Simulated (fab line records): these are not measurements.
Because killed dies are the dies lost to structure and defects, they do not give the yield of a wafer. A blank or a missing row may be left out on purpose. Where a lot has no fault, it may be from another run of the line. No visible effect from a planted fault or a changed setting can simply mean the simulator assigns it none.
fab line records / flow n5_finfet
record lots=3 wafers=9 last_day=19
route steps=1938 shown PMOS_HMC_CHANNEL_EPI@86 FIN_SAQP@90 BEOL_M4@1111
lots untouched by any fault: they come from a run of this same line in which no faults occurred
start_h: hours from the record's opening day to when the first of the lot's shown wafers began / wait_h: time in hours since the lot's previous step / " repeats the value in the row above / L1.1+2: several wafers, shown together as one row / - no value present, or no start provided / * or withheld: withheld / < > ~ a bound
route shown NAME@n: names a module that has steps shown in the file, with the first one's number in the route / usual: mean/standard deviation taken from wafers without a fault / same: alike in all rows / chamber/n: place in a boat / sites: readings site by site / _std_site: standard deviation of those values / _edge_site: mean of outer sites minus mean of inner sites / radius_mm: for every site, how far away it sits from the centre of the wafer / mask NAME#n: copy n / behind: the most recent tool/chamber to have shaped the wafer / hold: why the lot was held/for how many hours/how that ended / device: the n, p or np transistor that did not switch / end of line: the tests these same wafers got at the end of their route / a step given without rows: its recipe and nothing more / killed: at the first sort, the dies lost to defects and structure; wafer yield is something else / map: a wafer's dies, marking killed ones x, the rest . and places with no die _
set.NAME: setting as actually run; set.NAME@STEP: the setting as run at that earlier step / model.NAME: the simulator's own value behind a step, which no gauge read
certain route steps with their lots: each step a table, each wafer a row
services: the hour from which a tool's chamber was out of use, counted from the record's first day as start_h (under 0 if before that day), plus the number of hours and why
## steps
# step N5_PMOS_HMC_CHANNEL_EPI_SRD_25
# recipe dry=ipa_marangoni do_ppb=5 time_s=30 temp_c=23 rinse_liquid=diw
# step N5_PMOS_HMC_CHANNEL_EPI_EPI_26
# recipe material=Si target_thk_a=38 temp_c=650 precursor=SiH4/H2 pressure_torr=20 time_s=22.7
# step N5_FIN_SAQP_PRECLEAN_42
# recipe chemistry=O3/DIW time_s=60 temp_c=22 o3_ppm=10
# step N5_FIN_SAQP_PRECLEAN_00
# recipe chemistry=SC1 time_s=60 temp_c=55 mix=1:2:50
# step N5_FIN_SAQP_PRECLEAN_44
# recipe chemistry=SC2 time_s=45 temp_c=35 mix=1:1:50
# step N5_FIN_SAQP_SRD_01
# recipe dry=ipa_marangoni time_s=30 temp_c=23 rinse_liquid=diw
# step N5_FIN_SAQP_ALD_61
# recipe material=SiO2 target_thk_a=40 temp_c=300 ald_precursor_family=BDEAS ald_co_reactant=O2-plasma pulse_time_s=1 purge_time_s=2 co_reactant_purge_time_s=2 ald_cycles=43 pressure_torr=2
# step N5_FIN_SAQP_DENSIFY_62
# recipe temp_c=700 time_s=60 ambient=N2 idle_temp_c=600 ramp_up_c_per_s=150 ramp_down_c_per_s=60 cool_to_c=600
# step N5_FIN_SAQP_HM_DEP_03
# recipe material=SiNx target_thk_a=380 temp_c=400 precursor=SiH4/NH3/N2 pressure_torr=1.5 rf_w=300 time_s=33.6
# step N5_FIN_SAQP_PECVD_47
# recipe material=a-Si target_thk_a=450 temp_c=400 precursor=SiH4/He pressure_torr=3 rf_w=100 time_s=36.3
# usual heater_power_w=856/120 run_length_s=72.8/0.53 showerhead_plenum_p_Torr=5.67/0.056 throttle_valve_pct=18.5/0.76
lot.wafer=L966.1 tool=pecvd-04 chamber=0 start_h=56.70 wait_h=0.0 heater_power_w=891 run_length_s=72.4 showerhead_plenum_p_Torr=5.66 since_wet_clean_h=761 throttle_valve_pct=17.8 model.a-Si_of_FIN_SAQP_PECVD_47.thk_nm=45.09
lot.wafer=L966.2 tool=pecvd-04 chamber=2 start_h=56.70 wait_h=0.0 heater_power_w=786 run_length_s=73.3 showerhead_plenum_p_Torr=5.60 since_wet_clean_h=7 throttle_valve_pct=17.1 model.a-Si_of_FIN_SAQP_PECVD_47.thk_nm=45.3
lot.wafer=L966.4 tool=pecvd-04 chamber=1 start_h=56.70 wait_h=0.0 heater_power_w=656 run_length_s=72.9 showerhead_plenum_p_Torr=5.60 since_wet_clean_h=- throttle_valve_pct=18.5 model.a-Si_of_FIN_SAQP_PECVD_47.thk_nm=45.29
lot.wafer=L973.3 tool=pecvd-03 chamber=0 start_h=101.74 wait_h=0.0 heater_power_w=823 run_length_s=73.3 showerhead_plenum_p_Torr=5.71 since_wet_clean_h=987 throttle_valve_pct=18.6 model.a-Si_of_FIN_SAQP_PECVD_47.thk_nm=44.63
lot.wafer=L973.4 tool=pecvd-03 chamber=2 start_h=101.74 wait_h=0.0 heater_power_w=899 run_length_s=73.6 showerhead_plenum_p_Torr=5.64 since_wet_clean_h=- throttle_valve_pct=17.9 model.a-Si_of_FIN_SAQP_PECVD_47.thk_nm=45.28
lot.wafer=L973.6 tool=pecvd-03 chamber=1 start_h=101.74 wait_h=0.0 heater_power_w=794 run_length_s=72.0 showerhead_plenum_p_Torr=5.61 since_wet_clean_h=- throttle_valve_pct=18.6 model.a-Si_of_FIN_SAQP_PECVD_47.thk_nm=44.66
lot.wafer=L982.2 tool=pecvd-03 chamber=0 start_h=153.15 wait_h=0.0 heater_power_w=822 run_length_s=60.3 showerhead_plenum_p_Torr=5.71 since_wet_clean_h=1038 throttle_valve_pct=18.9 model.a-Si_of_FIN_SAQP_PECVD_47.thk_nm=28.39
lot.wafer=L982.5 tool=pecvd-03 chamber=2 start_h=153.15 wait_h=0.0 heater_power_w=933 run_length_s=73.0 showerhead_plenum_p_Torr=5.63 since_wet_clean_h=- throttle_valve_pct=18.0 model.a-Si_of_FIN_SAQP_PECVD_47.thk_nm=44.8
lot.wafer=L982.6 tool=pecvd-03 chamber=1 start_h=153.15 wait_h=0.0 heater_power_w=833 run_length_s=71.6 showerhead_plenum_p_Torr=5.63 since_wet_clean_h=- throttle_valve_pct=18.7 model.a-Si_of_FIN_SAQP_PECVD_47.thk_nm=45.13
# step N5_FIN_SAQP_PECVD_48
# recipe material=SiNx target_thk_a=250 temp_c=400 precursor=SiH4/NH3/N2 pressure_torr=1.5 rf_w=300 time_s=22.1
# step N5_FIN_SAQP_PECVD_06
# recipe material=a-Si target_thk_a=600 temp_c=400 precursor=SiH4/He pressure_torr=3 rf_w=100 time_s=48.1
# step N5_FIN_SAQP_HM_DEP_72
# recipe material=SiO2 target_thk_a=120 temp_c=400 precursor=SiH4/N2O pressure_torr=0.75 rf_w=275 time_s=7.2
# step N5_FIN_SAQP_COAT_49
# recipe resist=SOC temp_c=250 time_s=60 spin_rpm=1500 resist_thk_nm=100
# step N5_FIN_SAQP_COAT_50
# recipe resist=SiARC temp_c=220 time_s=60 spin_rpm=1500 resist_thk_nm=35
# step N5_FIN_SAQP_COAT_10
# recipe resist=CAR-ArF spin_rpm=1500 resist_thk_nm=90
# step N5_FIN_SAQP_EBR_12
# recipe solvent=PGMEA ebr_width_mm=1.5
# step N5_FIN_SAQP_SOFTBAKE_11
# recipe temp_c=110 time_s=60 resist=CAR-ArF
# step N5_FIN_SAQP_EXPOSE_13
# recipe mask_id=FIN_CORE na=1.35 source_shape=dipole sigma_inner=0.538 sigma_outer=0.738 polarization=te target_cd_nm=35.6 dose_mj=63.25
# step N5_FIN_SAQP_PEB_14
# recipe peb_temp_c=withheld peb_time_s=60 resist=CAR-ArF
# step N5_FIN_SAQP_DEVELOP_15
# recipe develop_time_s=30 developer=TMAH resist=CAR-ArF dev_temp_c=23 rinse_liquid=diw dry=air_spin
# step N5_FIN_SAQP_DESCUM_21
# recipe chemistry=O2 time_s=7.9 source_power_w=50 bias_power_w=20 pressure_mtorr=20 rf_frequency_hz=2.712e+07 temp_c=40 resist=CAR-ArF o2_flow_sccm=225
# step N5_FIN_SAQP_ETCH_51
# recipe chemistry=CF4 target=SiARC target_depth_a=455 mask_material=CAR-ArF time_s=75.8 ion_energy_ev=80 pressure_mtorr=40 source_w=545 bias_w=36 Ar_flow_sccm=100 cf4_flow_sccm=100 ends=cleared
# step N5_FIN_SAQP_ETCH_52
# recipe chemistry=N2/H2 target=SOC target_depth_a=1000 overetch_a=200 mask_material=SiARC temp_c=40 time_s=150 ion_energy_ev=200 pressure_mtorr=30 source_w=840 bias_w=150 n2_flow_sccm=200 h2_flow_sccm=200 ends=end_point
# step N5_FIN_SAQP_STRIP_53
# recipe chemistry=N2/H2 temp_c=40 n2_flow_sccm=200 h2_flow_sccm=200 rf_frequency_hz=6e+07
# step N5_FIN_SAQP_HM_OPEN_73
# recipe chemistry=CHF3/O2 target=SiO2 stop_on=a-Si target_depth_a=120 over_etch_frac=1.8 mask_material=SOC time_s=16.8 pressure_mtorr=30 source_w=650 bias_w=170 Ar_flow_sccm=200 CHF3_flow_sccm=50 O2_flow_sccm=5 ion_energy_ev=200 ends=end_point
# step N5_FIN_SAQP_STRIP_74
# recipe chemistry=CHF3/O2 resist=SiARC rf_frequency_hz=6e+07
# step N5_FIN_SAQP_MANDREL_ETCH_22
# recipe target_depth_a=600 chemistry=HBr/Cl2 target=a-Si stop_on=SiNx bt_time_s=10 over_etch_frac=0.5 time_s=30 pressure_mtorr=10 icp_w=800 bias_w=75 HBr_flow_sccm=150 Cl2_flow_sccm=80 ends=end_point
# step N5_FIN_SAQP_STRIP_55
# recipe chemistry=N2/H2 power_w=500 temp_c=40 pressure_mtorr=50 rf_frequency_hz=6e+07 overash_fraction=0.3 bias_power_w=28 h2_frac=0.5 n2_flow_sccm=300 h2_flow_sccm=300
# step N5_FIN_SAQP_STRIP_23
# recipe chemistry=SPM time_s=750 temp_c=130 h2so4_h2o2_vol_ratio=4
# step N5_FIN_SAQP_SRD_66
# recipe dry=ipa_marangoni time_s=30 temp_c=23 rinse_liquid=diw
# step N5_FIN_SAQP_RECESS_75
# recipe chemistry=HF/NH3 target=SiO2 target_depth_a=144 afs_cycles=3 temp_c=30 sublimation_temp_c=180 sublimation_time_s=60
# step N5_FIN_SAQP_SPACER1_ALD_24
# recipe material=SiO2 target_thk_a=203 temp_c=300 ald_precursor_family=BDEAS ald_co_reactant=O2-plasma pulse_time_s=1 purge_time_s=2 co_reactant_purge_time_s=2 ald_cycles=218 pressure_torr=2
# step N5_FIN_SAQP_SPACER1_ETCHBACK_25
# recipe chemistry=CHF3/O2 mode=anisotropic_etchback target=SiO2 target_depth_a=244 time_s=12.2 pressure_mtorr=30 source_w=650 bias_w=170 Ar_flow_sccm=200 CHF3_flow_sccm=50 O2_flow_sccm=5 ion_energy_ev=200
# step N5_FIN_SAQP_MANDREL1_REMOVE_56
# recipe chemistry=HBr/Cl2/O2 bt_time_s=10 target=a-Si stop_on=SiNx endpoint=OES-SiCl over_etch_frac=1 icp_w=600 bias_w=22 HBr_flow_sccm=150 Cl2_flow_sccm=80 O2_flow_sccm=5 pressure_mtorr=10
# step N5_FIN_SAQP_MANDREL_ETCH_58
# recipe chemistry=HBr/Cl2 target=a-Si target_depth_a=450 bt_time_s=10 stop_on=SiNx mask_material=SiO2 over_etch_frac=0.8 time_s=27 pressure_mtorr=10 icp_w=800 bias_w=75 HBr_flow_sccm=150 Cl2_flow_sccm=80 ends=end_point
# usual HBr_flow_sccm=150.0/0.45 drypump_motor_current_A=5.8/0.49 oes_product_au=0.702/0.012 throttle_valve_pct=35.5/0.32
# same bt_time_s=10
lot.wafer=L966.1 tool=rie_si-05 chamber=2 start_h=60.02 wait_h=0.0 HBr_flow_sccm=149.9 drypump_motor_current_A=6.7 oes_product_au=0.700 rf_hours_counter_h=1 throttle_valve_pct=35.9 model.etch.depth_nm=45.09
lot.wafer=L966.2 tool=rie_si-05 chamber=3 start_h=60.02 wait_h=0.0 HBr_flow_sccm=149.9 drypump_motor_current_A=6.1 oes_product_au=0.691 rf_hours_counter_h=37 throttle_valve_pct=35.3 model.etch.depth_nm=45.3
lot.wafer=L966.4 tool=rie_si-05 chamber=1 start_h=60.02 wait_h=0.0 HBr_flow_sccm=150.2 drypump_motor_current_A=6.0 oes_product_au=0.711 rf_hours_counter_h=98 throttle_valve_pct=36.1 model.etch.depth_nm=45.29
lot.wafer=L973.3 tool=rie_si-05 chamber=2 start_h=105.06 wait_h=0.0 HBr_flow_sccm=150.2 drypump_motor_current_A=6.7 oes_product_au=0.689 rf_hours_counter_h=1 throttle_valve_pct=35.9 model.etch.depth_nm=44.63
lot.wafer=L973.4 tool=rie_si-05 chamber=2 start_h=105.06 wait_h=0.0 HBr_flow_sccm=150.2 drypump_motor_current_A=6.7 oes_product_au=0.694 rf_hours_counter_h=- throttle_valve_pct=35.9 model.etch.depth_nm=45.28
lot.wafer=L973.6 tool=rie_si-05 chamber=3 start_h=105.06 wait_h=0.0 HBr_flow_sccm=150.7 drypump_motor_current_A=6.1 oes_product_au=0.694 rf_hours_counter_h=- throttle_valve_pct=35.3 model.etch.depth_nm=44.66
lot.wafer=L982.2 tool=rie_si-06 chamber=0 start_h=156.70 wait_h=0.0 HBr_flow_sccm=149.7 drypump_motor_current_A=5.1 oes_product_au=0.560 rf_hours_counter_h=68 throttle_valve_pct=36.0 model.etch.depth_nm=28.39
lot.wafer=L982.5 tool=rie_si-06 chamber=2 start_h=156.70 wait_h=0.0 HBr_flow_sccm=149.2 drypump_motor_current_A=6.2 oes_product_au=0.710 rf_hours_counter_h=- throttle_valve_pct=35.6 model.etch.depth_nm=44.8
lot.wafer=L982.6 tool=rie_si-06 chamber=1 start_h=156.70 wait_h=0.0 HBr_flow_sccm=150.3 drypump_motor_current_A=5.4 oes_product_au=0.686 rf_hours_counter_h=- throttle_valve_pct=35.2 model.etch.depth_nm=45.13
# step N5_BEOL_M4_RC_MEAS_101
# usual DIBL_N=36.4/1.4 DIBL_P=36.4/1.5 IOFF_N=0.156/0.022 IOFF_P=0.210/0.023 ION_N=675/9.1 ION_P=463/5.7 SS_N=71.6/0.45 SS_P=73.3/0.56 VT_N=250/3.1 VT_P=-250.3/2.3
lot.wafer=L966.1 tool=prober-02 chamber=0 start_h=229.14 wait_h=0.0 DIBL_N[mV/V]=37.9 DIBL_P[mV/V]=36.2 IOFF_N[nA/um]=0.180 IOFF_P[nA/um]=0.247 ION_N[uA/um]=684 ION_P[uA/um]=470 SS_N[mV/dec]=72.6 SS_P[mV/dec]=73.3 VT_N[mV]=247 VT_P[mV]=-248.2
lot.wafer=L966.2 tool=prober-02 chamber=0 start_h=229.14 wait_h=0.0 DIBL_N[mV/V]=37.3 DIBL_P[mV/V]=34.4 IOFF_N[nA/um]=0.163 IOFF_P[nA/um]=0.216 ION_N[uA/um]=680 ION_P[uA/um]=467 SS_N[mV/dec]=71.3 SS_P[mV/dec]=73.3 VT_N[mV]=251 VT_P[mV]=-248.5
lot.wafer=L966.4 tool=prober-02 chamber=0 start_h=229.14 wait_h=0.0 DIBL_N[mV/V]=35.8 DIBL_P[mV/V]=32.9 IOFF_N[nA/um]=0.134 IOFF_P[nA/um]=0.194 ION_N[uA/um]=671 ION_P[uA/um]=466 SS_N[mV/dec]=71.1 SS_P[mV/dec]=73.5 VT_N[mV]=251 VT_P[mV]=-248.8
lot.wafer=L973.3 tool=prober-01 chamber=0 start_h=275.32 wait_h=0.3 DIBL_N[mV/V]=38.9 DIBL_P[mV/V]=35.3 IOFF_N[nA/um]=0.159 IOFF_P[nA/um]=0.225 ION_N[uA/um]=675 ION_P[uA/um]=468 SS_N[mV/dec]=71.3 SS_P[mV/dec]=73.1 VT_N[mV]=249 VT_P[mV]=-250.0
lot.wafer=L973.4 tool=prober-01 chamber=0 start_h=275.32 wait_h=0.3 DIBL_N[mV/V]=39.6 DIBL_P[mV/V]=35.1 IOFF_N[nA/um]=0.165 IOFF_P[nA/um]=0.218 ION_N[uA/um]=667 ION_P[uA/um]=458 SS_N[mV/dec]=72.0 SS_P[mV/dec]=73.3 VT_N[mV]=250 VT_P[mV]=-248.5
lot.wafer=L973.6 tool=prober-01 chamber=0 start_h=275.32 wait_h=0.3 DIBL_N[mV/V]=38.8 DIBL_P[mV/V]=34.6 IOFF_N[nA/um]=0.149 IOFF_P[nA/um]=0.202 ION_N[uA/um]=658 ION_P[uA/um]=452 SS_N[mV/dec]=71.9 SS_P[mV/dec]=73.3 VT_N[mV]=254 VT_P[mV]=-249.9
lot.wafer=L982.2 tool=prober-02 chamber=0 start_h=327.85 wait_h=0.2 DIBL_N[mV/V]=36.4 DIBL_P[mV/V]=37.5 IOFF_N[nA/um]=0.167 IOFF_P[nA/um]=0.238 ION_N[uA/um]=683 ION_P[uA/um]=474 SS_N[mV/dec]=72.1 SS_P[mV/dec]=73.0 VT_N[mV]=249 VT_P[mV]=-248.2
lot.wafer=L982.5 tool=prober-02 chamber=0 start_h=327.85 wait_h=0.2 DIBL_N[mV/V]=36.3 DIBL_P[mV/V]=37.1 IOFF_N[nA/um]=0.158 IOFF_P[nA/um]=0.233 ION_N[uA/um]=688 ION_P[uA/um]=475 SS_N[mV/dec]=71.7 SS_P[mV/dec]=72.9 VT_N[mV]=250 VT_P[mV]=-246.6
lot.wafer=L982.6 tool=prober-02 chamber=0 start_h=327.85 wait_h=0.2 DIBL_N[mV/V]=37.8 DIBL_P[mV/V]=37.9 IOFF_N[nA/um]=0.193 IOFF_P[nA/um]=0.260 ION_N[uA/um]=685 ION_P[uA/um]=473 SS_N[mV/dec]=71.9 SS_P[mV/dec]=73.3 VT_N[mV]=245 VT_P[mV]=-248.3
## services
tool=pecvd-03 chamber=2 start_h=33.51 hours=5.5 kind=scheduled_down
tool=rie_si-05 chamber=- start_h=64.55 hours=15.6 kind=pm
tool=rie_si-05 chamber=0 start_h=80.15 hours=- kind=clean
tool=rie_si-05 chamber=0 start_h=80.15 hours=28.7 kind=scheduled_down
tool=rie_si-05 chamber=0 start_h=80.15 hours=28.7 kind=vent_cycle
tool=rie_si-06 chamber=- start_h=83.31 hours=4.3 kind=pm
tool=pecvd-03 chamber=1 start_h=96.80 hours=2.1 kind=scheduled_down
tool=pecvd-03 chamber=- start_h=98.90 hours=2.8 kind=pm
tool=pecvd-04 chamber=1 start_h=131.32 hours=2.1 kind=scheduled_down
tool=pecvd-03 chamber=- start_h=154.73 hours=0.5 kind=repair
tool=pecvd-03 chamber=0 start_h=155.34 hours=5.5 kind=scheduled_down
## key
first_sign step=N5_FIN_SAQP_PECVD_47 reading=run_length_s direction=down sigmas=24 usual=* struck=*
effect step=N5_FIN_SAQP_MANDREL_ETCH_58 reading=oes_product_au direction=down sigmas=12 usual=0.702 struck=0.560
model_effect step=N5_FIN_SAQP_PECVD_47 value=a-Si_of_FIN_SAQP_PECVD_47.thk_nm without=44.23 struck=28.39
model_effect step=N5_FIN_SAQP_MANDREL_ETCH_58 value=etch.depth_nm without=44.23 struck=28.39
met_at N5_FIN_SAQP_PECVD_47
struck_wafers L982.2
onset_between 101.74 153.15
fault kind=process_parameter_drift tool=pecvd-03 chamber=- onset_h=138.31 steps=N5_FIN_SAQP_PECVD_47 channel=time_s offset=* shape=step end_h=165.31 scope=struck_wafers_only acts_in=* stated=*
